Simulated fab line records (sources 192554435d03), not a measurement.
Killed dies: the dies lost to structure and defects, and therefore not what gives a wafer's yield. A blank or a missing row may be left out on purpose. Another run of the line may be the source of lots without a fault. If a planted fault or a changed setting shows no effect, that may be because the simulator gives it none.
Chamber matching / flow n5-finfet / 3 sister chambers for N5_BEOL_M10_CURE_72 on uv-cure-01
The step cures SiCOH lowk, time 120 s. 3 wafers are shown with their chamber, then 8 later ones without.

## WAFERS PAIRED WITH THEIR CHAMBERS
wafer=L075.6 chamber=1 wafer_temp_C_max=372.3
wafer=L089.5 chamber=2 wafer_temp_C_max=372.2
wafer=L093.3 chamber=0 wafer_temp_C_max=372.0

## WAFERS WITH NO CHAMBER GIVEN
wafer=L093.5 wafer_temp_C_max=371.6
wafer=L093.6 wafer_temp_C_max=371.0
wafer=L097.1 wafer_temp_C_max=371.9
wafer=L097.2 wafer_temp_C_max=371.1
wafer=L097.6 wafer_temp_C_max=372.0
wafer=L096.1 wafer_temp_C_max=372.6
wafer=L096.3 wafer_temp_C_max=372.9
wafer=L096.6 wafer_temp_C_max=372.2

## THE CHAMBER EACH PASSED THROUGH
wafer=L093.5; from the rows above=can't be placed: 0 or 2 or 1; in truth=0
wafer=L093.6; from the rows above=can't be placed: 0 or 2 or 1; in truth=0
wafer=L097.1; from the rows above=can't be placed: 0 or 2 or 1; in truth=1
wafer=L097.2; from the rows above=can't be placed: 0 or 2 or 1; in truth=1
wafer=L097.6; from the rows above=can't be placed: 0 or 2 or 1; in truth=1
wafer=L096.1; from the rows above=can't be placed: 1 or 2 or 0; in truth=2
wafer=L096.3; from the rows above=can't be placed: 1 or 2 or 0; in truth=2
wafer=L096.6; from the rows above=can't be placed: 2 or 1 or 0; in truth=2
Correctly placed: 0 of 8. Not placeable from these rows: 8 (in 8, the candidates include the true chamber). 0 placed wrongly.
How it was worked out, from the rows above alone: a wafer's distance from a chamber is the root of the sum, over the readings, of the square of ((its reading less the chamber's mean) divided by the reading's scatter). If the next closest chamber is less than 2 further off than the closest, the wafer can't be placed; otherwise it belongs to the closest. Each chamber's mean is taken over the wafers shown for it. The scatter: root of mean squared gap, hidden wafer to nearest shown wafer, with one shown wafer a chamber.
